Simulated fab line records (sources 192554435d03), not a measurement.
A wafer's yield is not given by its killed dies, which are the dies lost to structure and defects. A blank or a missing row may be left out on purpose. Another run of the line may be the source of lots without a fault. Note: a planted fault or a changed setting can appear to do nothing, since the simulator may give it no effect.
Split-lot study / flow n5-finfet / 21 wafers read from 7 lots, route of 1938 steps

== SPLIT DETAILS ==
At N5_DUMMY_GATE_CVD_03 (deposits a-Si from SiH4, target thk 150 nm, time 8042 s), the setting temp-c was moved away from the recipe's 530 C on 12 of the 21 wafers read, by -4.4% to +4.2%. All remaining wafers had this setting at the recipe value.

The split's own step is where the reading is taken.

== THE READING ==
a-Si_of_DUMMY_GATE_CVD_03.thk-nm (the simulator's own value, which no gauge read), in nm, at N5_DUMMY_GATE_CVD_03 (deposits a-Si from SiH4, target thk 150 nm, time 8042 s). There is no usual value for it anywhere in the file. Here, 9 wafers ran the recipe; their average is 150.7 nm with a standard deviation of 1 nm.

wafer=L076.1; tool, chamber at the split=-, -; temp-c as run, C=520.4; against the recipe=-1.8%; a-Si_of_DUMMY_GATE_CVD_03.thk-nm, nm=115; against lot-mates on the recipe=no lot-mate on the recipe
wafer=L076.2; tool, chamber at the split=-, -; temp-c as run, C=520.4; against the recipe=-1.8%; a-Si_of_DUMMY_GATE_CVD_03.thk-nm, nm=114.8; against lot-mates on the recipe=no lot-mate on the recipe
wafer=L076.3; tool, chamber at the split=-, -; temp-c as run, C=520.4; against the recipe=-1.8%; a-Si_of_DUMMY_GATE_CVD_03.thk-nm, nm=115.8; against lot-mates on the recipe=no lot-mate on the recipe
wafer=L078.4; tool, chamber at the split=-, -; temp-c as run, C=511.2; against the recipe=-3.5%; a-Si_of_DUMMY_GATE_CVD_03.thk-nm, nm=89.4; against lot-mates on the recipe=no lot-mate on the recipe
wafer=L078.5; tool, chamber at the split=-, -; temp-c as run, C=511.2; against the recipe=-3.5%; a-Si_of_DUMMY_GATE_CVD_03.thk-nm, nm=87; against lot-mates on the recipe=no lot-mate on the recipe
wafer=L078.6; tool, chamber at the split=-, -; temp-c as run, C=511.2; against the recipe=-3.5%; a-Si_of_DUMMY_GATE_CVD_03.thk-nm, nm=87; against lot-mates on the recipe=no lot-mate on the recipe
wafer=L082.3; tool, chamber at the split=-, -; temp-c as run, C=552; against the recipe=+4.2%; a-Si_of_DUMMY_GATE_CVD_03.thk-nm, nm=274; against lot-mates on the recipe=no lot-mate on the recipe
wafer=L082.5; tool, chamber at the split=-, -; temp-c as run, C=552; against the recipe=+4.2%; a-Si_of_DUMMY_GATE_CVD_03.thk-nm, nm=274.4; against lot-mates on the recipe=no lot-mate on the recipe
wafer=L082.6; tool, chamber at the split=-, -; temp-c as run, C=552; against the recipe=+4.2%; a-Si_of_DUMMY_GATE_CVD_03.thk-nm, nm=275.6; against lot-mates on the recipe=no lot-mate on the recipe
wafer=L085.2; tool, chamber at the split=-, -; temp-c as run, C=506.6; against the recipe=-4.4%; a-Si_of_DUMMY_GATE_CVD_03.thk-nm, nm=78.6; against lot-mates on the recipe=no lot-mate on the recipe
wafer=L085.3; tool, chamber at the split=-, -; temp-c as run, C=506.6; against the recipe=-4.4%; a-Si_of_DUMMY_GATE_CVD_03.thk-nm, nm=77.2; against lot-mates on the recipe=no lot-mate on the recipe
wafer=L085.4; tool, chamber at the split=-, -; temp-c as run, C=506.6; against the recipe=-4.4%; a-Si_of_DUMMY_GATE_CVD_03.thk-nm, nm=78.2; against lot-mates on the recipe=no lot-mate on the recipe
wafer=L086.2; tool, chamber at the split=-, -; temp-c as run, C=530; against the recipe=recipe; a-Si_of_DUMMY_GATE_CVD_03.thk-nm, nm=149.6; against lot-mates on the recipe=-
wafer=L086.6; tool, chamber at the split=-, -; temp-c as run, C=530; against the recipe=recipe; a-Si_of_DUMMY_GATE_CVD_03.thk-nm, nm=149.6; against lot-mates on the recipe=-
wafer=L086.5; tool, chamber at the split=-, -; temp-c as run, C=530; against the recipe=recipe; a-Si_of_DUMMY_GATE_CVD_03.thk-nm, nm=150; against lot-mates on the recipe=-
wafer=L089.1; tool, chamber at the split=lpcvd-01, 1/15; temp-c as run, C=530; against the recipe=recipe; a-Si_of_DUMMY_GATE_CVD_03.thk-nm, nm=152.6; against lot-mates on the recipe=-
wafer=L089.2; tool, chamber at the split=lpcvd-01, 1/20; temp-c as run, C=530; against the recipe=recipe; a-Si_of_DUMMY_GATE_CVD_03.thk-nm, nm=151; against lot-mates on the recipe=-
wafer=L089.4; tool, chamber at the split=lpcvd-01, 1/29; temp-c as run, C=530; against the recipe=recipe; a-Si_of_DUMMY_GATE_CVD_03.thk-nm, nm=152; against lot-mates on the recipe=-
wafer=L091.1; tool, chamber at the split=-, -; temp-c as run, C=530; against the recipe=recipe; a-Si_of_DUMMY_GATE_CVD_03.thk-nm, nm=151.2; against lot-mates on the recipe=-
wafer=L091.3; tool, chamber at the split=-, -; temp-c as run, C=530; against the recipe=recipe; a-Si_of_DUMMY_GATE_CVD_03.thk-nm, nm=150.2; against lot-mates on the recipe=-
wafer=L091.4; tool, chamber at the split=-, -; temp-c as run, C=530; against the recipe=recipe; a-Si_of_DUMMY_GATE_CVD_03.thk-nm, nm=149.8; against lot-mates on the recipe=-

THE FIT
A straight line over all 21 wafers: a-Si_of_DUMMY_GATE_CVD_03.thk-nm changes by +22.6 nm for each +1% of temp-c; r = +0.98; the points scatter about the line by 13 nm.
Too few moved wafers have a lot-mate on the recipe to fit a line with each lot's own level taken away.

== FILE'S OWN FIT ==
a-Si_of_DUMMY_GATE_CVD_03.thk-nm changes by +22.6 nm for each +1% of temp-c, r = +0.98.
